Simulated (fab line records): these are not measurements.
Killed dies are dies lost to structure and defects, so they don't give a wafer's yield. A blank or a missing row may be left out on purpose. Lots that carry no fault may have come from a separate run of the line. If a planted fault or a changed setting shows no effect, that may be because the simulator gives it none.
Which of the tools did it?	flow n5Finfet	Sampling: 20 lots, 60 wafers, 6 of 1938 route steps

== WHAT THE GAUGES SHOWED, per wafer ==
The record holds no reading of a measuring or inspecting step that can be judged against a usual standard deviation.

== WHICH TOOL RAN EACH LOT (tool, then ch and the chambers of the sampled wafers, then the start) ==
lot	N5_BEOL_M0_SAQP_RECESS_114	N5_BEOL_M0_CUTY_ETCH_62	N5_BEOL_M0_HM_OPEN_105	N5_BEOL_M0_STRIP_140	N5_BEOL_M0_SPUTTER_116	N5_BEOL_M1_STRIP_19
L075	vaporEtch-02 ch 0,1, day 5 14:37	rieDiel-06 ch 0,2, day 5 20:38	rieMetal-01 ch 0,1, day 6 00:16	rieDiel-05 ch 2, day 6 00:29	pvdSputter-02, day 6 04:15	rieDiel-04 ch 2,3, day 6 08:03
L076	vaporEtch-01 ch 0,1, day 6 00:52	rieDiel-01 ch 0,1,2, day 6 06:03	rieMetal-02 ch 0,1, day 6 06:29	rieDiel-01 ch 0,2,3, day 6 06:55	pvdSputter-01, day 6 09:49	rieDiel-03 ch 1,2,3, day 6 12:19
L078	vaporEtch-02 ch 0,1, day 6 16:49	rieDiel-05 ch 0,1,2, day 6 21:46	rieMetal-01 ch 0,1, day 6 22:38	rieDiel-01 ch 0,1, day 6 22:49	pvdSputter-02, day 7 00:22	rieDiel-02 ch 0,1,3, day 7 08:13
L079	vaporEtch-01 ch 0,1, day 6 21:22	rieDiel-01 ch 1,2, day 7 03:14	rieMetal-02 ch 0,1, day 7 03:54	rieDiel-06 ch 2,3, day 7 04:12	pvdSputter-01, day 7 06:41	rieDiel-03 ch 1,2,3, day 7 10:51
L080	vaporEtch-01 ch 0,1, day 7 02:16	rieDiel-06 ch 1,2, day 7 07:27	rieMetal-02 ch 0,1, day 7 07:46	rieDiel-06 ch 1,2,3, day 7 07:54	pvdSputter-01, day 7 09:34	rieDiel-03 ch 0,1,3, day 7 16:11
L081	vaporEtch-01 ch 0,1, day 7 08:46	rieDiel-05 ch 1,2,3, day 7 14:43	rieMetal-02 ch 0,1, day 7 15:35	rieDiel-01 ch 1,2,3, day 7 15:50	pvdSputter-01, day 7 17:31	rieDiel-03 ch 0,1,2, day 7 23:46
L083	vaporEtch-01 ch 0,1, day 7 18:07	rieDiel-01 ch 0,1,3, day 8 01:03	rieMetal-03 ch 0,1, day 8 03:10	rieDiel-06 ch 0,2,3, day 8 03:20	pvdSputter-01, day 8 04:49	rieDiel-03 ch 0,2,3, day 8 11:55
L085	vaporEtch-02 ch 0,1, day 8 08:30	rieDiel-06 ch 1,2,3, day 8 15:43	rieMetal-02 ch 0,1, day 8 15:59	rieDiel-01 ch 1,2, day 8 16:13	pvdSputter-02, day 8 17:17	rieDiel-03 ch 0,2,3, day 8 23:44
L086	vaporEtch-02 ch 0,1, day 8 16:35	rieDiel-01 ch 1,2, day 9 00:32	rieMetal-01 ch 0,1, day 9 00:49	rieDiel-05 ch 0,1,3, day 9 00:59	pvdSputter-02, day 9 03:14	rieDiel-03 ch 0,1,2, day 9 09:05
L087	vaporEtch-01 ch 0, day 8 21:05	rieDiel-05 ch 0,2, day 9 02:49	rieMetal-01 ch 0,1, day 9 03:05	rieDiel-01 ch 0,3, day 9 03:15	pvdSputter-03, day 9 04:38	rieDiel-04 ch 2,3, day 9 11:04
L088	vaporEtch-02 ch 0,1, day 9 08:21	rieDiel-05 ch 0,1,2, day 9 13:18	rieMetal-01 ch 1, day 9 14:04	rieDiel-06 ch 0,1, day 9 14:14	pvdSputter-02, day 9 16:13	rieDiel-03 ch 2,3, day 9 22:47
L089	vaporEtch-02 ch 0,1, day 9 08:43	rieDiel-05 ch 2,3, day 9 13:41	rieMetal-03 ch 0,1, day 9 14:09	rieDiel-05 ch 1,2, day 9 14:19	pvdSputter-02, day 9 15:46	rieDiel-02 ch 0,1, day 9 20:35
L090	vaporEtch-01 ch 0,1, day 9 13:19	rieDiel-05 ch 0,1,2, day 9 19:18	rieMetal-01 ch 0,1, day 9 19:39	rieDiel-01 ch 0,2,3, day 9 19:53	pvdSputter-01, day 9 22:32	rieDiel-02 ch 0,1,3, day 10 04:49
L091	vaporEtch-01 ch 0,1, day 9 19:08	rieDiel-01 ch 0,1,3, day 10 01:42	rieMetal-02 ch 0,1, day 10 02:51	rieDiel-01 ch 0,2,3, day 10 03:12	pvdSputter-03, day 10 04:25	rieDiel-04 ch 1,2, day 10 12:49
L092	vaporEtch-02 ch 0,1, day 10 02:13	rieDiel-06 ch 0,1, day 10 07:29	rieMetal-03 ch 0,1, day 10 13:33	rieDiel-06 ch 0,1, day 10 13:43	pvdSputter-02, day 10 15:31	rieDiel-03 ch 0,1,3, day 10 21:26
L093	vaporEtch-02 ch 0,1, day 10 06:46	rieDiel-01 ch 0,1,2, day 10 12:18	rieMetal-01 ch 0,1, day 10 13:38	rieDiel-01 ch 0,2,3, day 10 13:53	pvdSputter-03, day 10 16:13	rieDiel-02 ch 0,1,3, day 10 22:21
L094	vaporEtch-01 ch 0,1, day 10 10:34	rieDiel-05 ch 0,1,2, day 10 16:00	rieMetal-01 ch 0,1, day 10 16:26	rieDiel-05 ch 2,3, day 10 16:37	pvdSputter-03, day 10 19:32	rieDiel-03 ch 0,1,2, day 11 00:34
L095	vaporEtch-01 ch 0,1, day 10 17:22	rieDiel-05 ch 0,1, day 10 22:37	rieMetal-01 ch 0,1, day 10 23:22	rieDiel-01 ch 0,2, day 10 23:29	pvdSputter-02, day 11 00:57	rieDiel-03 ch 1,2,3, day 11 04:04
L096	vaporEtch-02 ch 0,1, day 11 07:37	rieDiel-06 ch 1,3, day 11 13:31	rieMetal-02 ch 0,1, day 11 14:06	rieDiel-01 ch 1,2, day 11 14:51	pvdSputter-03, day 11 17:01	rieDiel-04 ch 0,1,2, day 11 21:50
L097	vaporEtch-02 ch 0,1, day 11 18:01	rieDiel-05 ch 0,2,3, day 12 00:00	rieMetal-03 ch 0,1, day 12 01:28	rieDiel-06 ch 2,3, day 12 01:38	pvdSputter-01, day 12 02:56	rieDiel-04 ch 1,2, day 12 06:37
- N5_BEOL_M0_SAQP_RECESS_114: chemistry HF/NH3, target SiO2, target depth 14.4 nm, afs cycles 3, sublimation time 60 s.
- N5_BEOL_M0_CUTY_ETCH_62: etches SiARC in CF4, time 58.5 s.
- N5_BEOL_M0_HM_OPEN_105: chemistry Cl2/BCl3, target TiN, target depth 12 nm.
- N5_BEOL_M0_STRIP_140: strips in CF4.
- N5_BEOL_M0_SPUTTER_116: material Cu, target thk 4 nm, time 7.37 s.
- N5_BEOL_M1_STRIP_19: strips in O2.

== AS READ BY THE TOOLS THEMSELVES (means over the sampled wafers that have a number; for cases with no such wafer, the mark the record gives instead) ==
N5_BEOL_M0_SAQP_RECESS_114. Usual: drypumpMotorCurrentA 5.4 A, standard deviation 0.59; forelinePTorr 0.1280 Torr, standard deviation 0.00034.
lot	tool	drypumpMotorCurrentA (A)	forelinePTorr (Torr)	flag
L075	vaporEtch-02	5.1	0.1281	
L076	vaporEtch-01	5.8	0.1283	
L078	vaporEtch-02	5.2	0.1279	
L079	vaporEtch-01	5.8	0.1285	
L080	vaporEtch-01	5.8	0.1280	
L081	vaporEtch-01	5.8	0.1282	
L083	vaporEtch-01	6.1	0.1281	
L085	vaporEtch-02	5.1	0.1284	
L086	vaporEtch-02	5.1	0.1277	
L087	vaporEtch-01	6.3	0.1284	
L088	vaporEtch-02	5.2	0.1279	
L089	vaporEtch-02	5.1	0.1278	
L090	vaporEtch-01	6.1	0.1283	
L091	vaporEtch-01	5.8	0.1281	
L092	vaporEtch-02	4.9	0.1281	
L093	vaporEtch-02	5.2	0.1279	
L094	vaporEtch-01	6.1	0.1278	
L095	vaporEtch-01	6.1	0.1282	
L096	vaporEtch-02	5.1	0.1276	
L097	vaporEtch-02	5.1	0.1278	

N5_BEOL_M0_CUTY_ETCH_62. Usual: for chamberPressureMTorr, 40.00 mTorr with a standard deviation of 0.036; for drypumpMotorCurrentA, 5.6 A with a standard deviation of 0.42; for etchRfOnTimeS, 58.2 s with a standard deviation of 0.88; for oesProductAu, 0.69 a.u. with a standard deviation of 0.068; for rfVppV, 184.0 V with a standard deviation of 1.2; for showerheadPlenumPTorr, 2.15 Torr with a standard deviation of 0.072; for throttleValvePct, 15.60 % with a standard deviation of 0.26.
lot	tool	chamberPressureMTorr (mTorr)	drypumpMotorCurrentA (A)	etchRfOnTimeS (s)	oesProductAu (a.u.)	rfVppV (V)	showerheadPlenumPTorr (Torr)	throttleValvePct (%)	flag
L075	rieDiel-06	39.99	5.5	58.1	0.66	184.5	2.17	15.77	
L076	rieDiel-01	39.98	5.7	58.9	0.63	183.1	2.11	15.73	
L078	rieDiel-05	40.01	5.7	56.8	0.78	184.7	2.13	15.44	
L079	rieDiel-01	40.01	5.4	58.5	0.65	184.4	2.09	15.53	
L080	rieDiel-06	39.98	5.9	59.0	0.66	184.7	2.18	15.77	
L081	rieDiel-05	39.98	5.6	57.1	0.77	183.5	2.18	15.47	
L083	rieDiel-01	39.96	5.7	59.0	0.63	183.9	2.11	15.69	
L085	rieDiel-06	40.01	5.9	58.8	0.64	184.8	2.20	15.87	
L086	rieDiel-01	40.01	5.5	58.4	0.61	183.8	2.10	15.69	
L087	rieDiel-05	40.03	5.6	57.6	0.74	183.3	2.09	15.50	
L088	rieDiel-05	39.99	5.7	57.6	0.74	183.8	2.12	15.48	
L089	rieDiel-05	40.01	5.4	57.5	0.73	183.3	2.14	15.67	
L090	rieDiel-05	39.94	5.7	57.4	0.74	183.7	2.12	15.48	
L091	rieDiel-01	39.98	5.8	58.4	0.62	183.2	2.10	15.71	
L092	rieDiel-06	39.99	5.3	58.5	0.71	184.5	2.25	15.71	
L093	rieDiel-01	40.00	5.7	59.1	0.60	183.1	2.10	15.79	
L094	rieDiel-05	40.00	5.7	57.0	0.74	183.5	2.12	15.50	
L095	rieDiel-05	40.01	5.9	58.0	0.74	183.6	2.15	15.33	
L096	rieDiel-06	39.98	6.0	58.1	0.75	185.2	2.24	15.64	
L097	rieDiel-05	40.01	5.3	57.8	0.71	183.7	2.14	15.58	

N5_BEOL_M0_HM_OPEN_105. Usual: bcl3FlowSccm 21.74 sccm, standard deviation 0.076; chamberPressureMTorr 10.001 mTorr, standard deviation 0.0097; drypumpMotorCurrentA 5.9 A, standard deviation 0.34; oesProductAu 0.80 a.u., standard deviation 0.11; throttleValvePct 21.80 %, standard deviation 0.13.
lot	tool	bcl3FlowSccm (sccm)	chamberPressureMTorr (mTorr)	drypumpMotorCurrentA (A)	oesProductAu (a.u.)	throttleValvePct (%)	flag
L075	rieMetal-01	21.74	10.004	5.4	0.74	21.93	
L076	rieMetal-02	21.81	9.999	6.1	0.88	21.74	
L078	rieMetal-01	21.61	10.003	5.5	0.83	21.86	
L079	rieMetal-02	21.71	10.002	6.2	0.92	21.65	
L080	rieMetal-02	21.70	10.003	6.2	0.90	21.66	
L081	rieMetal-02	21.74	10.003	6.1	0.87	21.73	
L083	rieMetal-03	21.75	9.999	6.0	0.69	21.76	
L085	rieMetal-02	21.72	10.009	6.1	0.86	21.75	
L086	rieMetal-01	21.73	9.981	5.5	0.80	21.88	
L087	rieMetal-01	21.74	9.999	5.5	0.80	21.89	
L088	rieMetal-01	21.78	9.989	5.4	0.64	22.01	
L089	rieMetal-03	21.73	10.017	5.9	0.72	21.78	
L090	rieMetal-01	21.81	10.004	5.5	0.81	21.88	
L091	rieMetal-02	21.69	10.002	6.2	0.87	21.67	
L092	rieMetal-03	21.77	10.008	6.0	0.68	21.76	
L093	rieMetal-01	21.77	10.001	5.5	0.79	21.88	
L094	rieMetal-01	21.76	10.007	5.5	0.71	21.96	
L095	rieMetal-01	21.74	9.994	5.4	0.71	21.94	
L096	rieMetal-02	21.71	10.001	6.2	0.83	21.76	
L097	rieMetal-03	21.83	9.999	5.9	0.72	21.80	

N5_BEOL_M0_STRIP_140. Usual: chamberPressureMTorr 49.99 mTorr, standard deviation 0.071; drypumpMotorCurrentA 5.6 A, standard deviation 0.42; oesProductAu 0.78 a.u., standard deviation 0.078; rfVppV 271.2 V, standard deviation 1.7; showerheadPlenumPTorr 1.79 Torr, standard deviation 0.056; throttleValvePct 13.62 %, standard deviation 0.29.
lot	tool	chamberPressureMTorr (mTorr)	drypumpMotorCurrentA (A)	oesProductAu (a.u.)	rfVppV (V)	showerheadPlenumPTorr (Torr)	throttleValvePct (%)	flag
L075	rieDiel-05	50.00	5.6	0.87	271.1	1.75	13.68	
L076	rieDiel-01	50.03	5.6	0.76	270.0	1.76	13.50	
L078	rieDiel-01	49.97	5.8	0.70	271.8	1.78	13.83	
L079	rieDiel-06	50.02	5.7	0.69	271.8	1.83	13.98	
L080	rieDiel-06	49.91	5.9	0.76	271.2	1.84	13.81	
L081	rieDiel-01	50.03	5.4	0.76	269.0	1.75	13.46	
L083	rieDiel-06	49.98	5.4	0.74	272.2	1.84	13.86	
L085	rieDiel-01	49.97	5.5	0.71	270.4	1.77	13.69	
L086	rieDiel-05	50.03	5.5	0.87	273.3	1.83	13.33	
L087	rieDiel-01	50.02	5.9	0.73	271.7	1.76	13.75	
L088	rieDiel-06	49.94	5.3	0.84	273.8	1.88	13.63	
L089	rieDiel-05	50.05	5.9	0.86	271.5	1.80	13.40	
L090	rieDiel-01	49.99	5.6	0.75	269.0	1.75	13.57	
L091	rieDiel-01	50.02	5.6	0.74	271.4	1.75	13.59	
L092	rieDiel-06	49.96	5.7	0.82	273.8	1.89	13.60	
L093	rieDiel-01	49.98	5.6	0.74	270.4	1.75	13.59	
L094	rieDiel-05	50.02	5.2	0.83	271.9	1.84	13.51	
L095	rieDiel-01	49.95	5.9	0.70	270.4	1.76	13.87	
L096	rieDiel-01	50.04	5.4	0.72	269.5	1.75	13.61	
L097	rieDiel-06	50.06	5.7	0.77	270.1	1.80	13.81	

N5_BEOL_M0_SPUTTER_116. Usual: throttleValvePct reads 29.8 % (standard deviation 0.83).
lot	tool	throttleValvePct (%)	flag
L075	pvdSputter-02	30.3	
L076	pvdSputter-01	30.1	
L078	pvdSputter-02	30.0	
L079	pvdSputter-01	30.0	
L080	pvdSputter-01	29.8	
L081	pvdSputter-01	30.2	
L083	pvdSputter-01	30.4	
L085	pvdSputter-02	29.8	
L086	pvdSputter-02	28.6	
L087	pvdSputter-03	30.0	
L088	pvdSputter-02	29.7	
L089	pvdSputter-02	29.4	
L090	pvdSputter-01	30.4	
L091	pvdSputter-03	29.9	
L092	pvdSputter-02	29.2	
L093	pvdSputter-03	29.7	
L094	pvdSputter-03	30.1	
L095	pvdSputter-02	29.6	
L096	pvdSputter-03	30.2	
L097	pvdSputter-01	30.0	

N5_BEOL_M1_STRIP_19. Usual: chamberPressureMTorr 29.993 mTorr, standard deviation 0.025; drypumpMotorCurrentA 5.8 A, standard deviation 0.47; oesProductAu 0.78 a.u., standard deviation 0.085; rfVppV 3.6 V, standard deviation 0.52; showerheadPlenumPTorr 2.05 Torr, standard deviation 0.064; throttleValvePct 16.64 %, standard deviation 0.23.
lot	tool	chamberPressureMTorr (mTorr)	drypumpMotorCurrentA (A)	oesProductAu (a.u.)	rfVppV (V)	showerheadPlenumPTorr (Torr)	throttleValvePct (%)	flag
L075	rieDiel-04	29.999	5.7	0.69	3.8	2.07	16.85	
L076	rieDiel-03	30.000	5.7	0.74	3.4	2.06	16.67	
L078	rieDiel-02	29.963	5.9	0.74	4.0	2.06	16.52	
L079	rieDiel-03	30.001	5.7	0.73	3.5	2.06	16.69	
L080	rieDiel-03	30.005	5.7	0.74	3.7	2.06	16.76	
L081	rieDiel-03	30.001	5.7	0.72	3.7	2.05	16.75	
L083	rieDiel-03	29.982	6.1	0.76	3.5	2.01	16.71	
L085	rieDiel-03	29.993	6.2	0.75	3.7	2.01	16.72	
L086	rieDiel-03	29.998	5.7	0.82	3.7	2.05	16.61	
L087	rieDiel-04	29.982	5.8	0.81	4.2	2.06	16.75	
L088	rieDiel-03	29.986	6.2	0.74	3.7	2.01	16.65	
L089	rieDiel-02	29.997	5.7	0.74	3.3	1.98	16.46	
L090	rieDiel-02	29.983	5.9	0.81	3.8	2.05	16.41	
L091	rieDiel-04	29.979	5.8	0.88	3.4	2.09	16.50	
L092	rieDiel-03	30.007	5.7	0.83	3.9	2.05	16.63	
L093	rieDiel-02	29.979	5.9	0.80	3.2	2.05	16.42	
L094	rieDiel-03	29.996	5.7	0.80	3.6	2.05	16.64	
L095	rieDiel-03	30.003	5.7	0.81	3.4	2.05	16.56	
L096	rieDiel-04	29.992	5.8	0.77	3.2	2.10	16.71	
L097	rieDiel-04	29.997	5.8	0.85	3.7	2.09	16.52	

== THE ANSWER, worked out from the rows above alone ==
Rule: a lot counts as off when the mean over its wafers that have a number is more than 3 standard deviations away from the usual mean. A lot without any number at a reading at which 4 lots or more have one is off too. Any other lot the step has rows for is counted as sound. First the gauges in route order, then the tools' own readings, where a lot's mean is used as printed above. The first step at which some lot is off is used, and at that step the reading that is off furthest; a lot without a number counts as furthest.
Nothing can be told from this: no lot is off at any reading shown.

== WHAT HAD BEEN PUT IN BY THE SIMULATOR ==
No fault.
